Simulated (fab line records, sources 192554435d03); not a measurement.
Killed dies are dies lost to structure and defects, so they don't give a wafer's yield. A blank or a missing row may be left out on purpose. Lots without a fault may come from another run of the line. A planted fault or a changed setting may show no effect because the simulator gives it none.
Chamber matching | flow n5_finfet | N5_BEOL_M3_DESCUM_33 on rie_diel-03: 4 sister chambers
The step chemistry O2, time 7 s. 18 wafers are shown with their chamber, then 9 later ones without.

WAFERS WITH THEIR CHAMBER
wafer  | chamber | drypump_motor_current_A (A) | showerhead_plenum_p_Torr (Torr) | throttle_valve_pct (%)
L078.4 | 3       | 6.2                         | 2.02                            | 20.18
L078.5 | 3       | 6.2                         | 2.02                            | 20.19
L078.6 | 0       | 6.0                         | 2.06                            | 20.60
L079.1 | 1       | 5.2                         | 2.15                            | 20.26
L079.3 | 2       | 5.8                         | 2.12                            | 20.34
L079.4 | 0       | 6.0                         | 2.06                            | 20.60
L083.2 | 0       | 6.0                         | 2.05                            | 20.64
L083.3 | 1       | 5.2                         | 2.15                            | 20.29
L083.4 | 2       | 5.9                         | 2.12                            | 20.37
L085.1 | 1       | 5.2                         | 2.15                            | 20.27
L085.2 | 2       | 5.9                         | 2.12                            | 20.38
L085.6 | 3       | 6.2                         | 2.01                            | 20.23
L092.1 | 0       | 6.0                         | 2.05                            | 20.66
L092.2 | 2       | 5.9                         | 2.11                            | 20.40
L092.5 | 2       | 5.9                         | 2.11                            | 20.40
L089.1 | 0       | 6.0                         | 2.05                            | 20.65
L089.2 | 2       | 5.9                         | 2.11                            | 20.42
L089.3 | 3       | 6.1                         | 2.01                            | 20.25

SIGNATURES (means of the wafers above)
reading                  | chamber 0 | chamber 1 | chamber 2 | chamber 3 | scatter within a chamber
drypump_motor_current_A  | 6.000     | 5.200     | 5.883     | 6.175     | 0.0336
showerhead_plenum_p_Torr | 2.0540    | 2.1500    | 2.1150    | 2.0150    | 0.00514
throttle_valve_pct       | 20.6300   | 20.2733   | 20.3850   | 20.2125   | 0.0279
Rule: a wafer's distance from a chamber is the root of the sum, over the readings, of the square of ((its reading less the chamber's mean) divided by the reading's scatter). The wafer belongs to the nearest chamber; if the next one is less than 2 further off, it can't be placed. The scatter: the root of (the sum of the squares of (reading less its chamber's mean) over the shown wafers, divided by (wafers less chambers)).

WAFERS WITHOUT THEIR CHAMBER
wafer  | drypump_motor_current_A (A) | showerhead_plenum_p_Torr (Torr) | throttle_valve_pct (%)
L094.1 | 6.2                         | 2.01                            | 20.23
L094.5 | 6.0                         | 2.05                            | 20.66
L094.6 | 6.2                         | 2.01                            | 20.26
L082.1 | 6.0                         | 2.04                            | 20.68
L082.3 | 6.2                         | 2.00                            | 20.27
L082.6 | 6.0                         | 2.04                            | 20.68
L097.3 | 6.0                         | 2.04                            | 20.66
L097.4 | 6.2                         | 2.00                            | 20.27
L097.5 | 5.2                         | 2.14                            | 19.91

WHICH CHAMBER EACH WENT THROUGH
wafer  | from the rows above | in truth
L094.1 | 3                   | 3
L094.5 | 0                   | 0
L094.6 | 3                   | 3
L082.1 | 0                   | 0
L082.3 | 3                   | 3
L082.6 | 0                   | 0
L097.3 | 0                   | 0
L097.4 | 3                   | 3
L097.5 | 1                   | 1
Placed correctly: 9 of 9. Can't be placed from these rows: 0. Placed wrongly: 0.
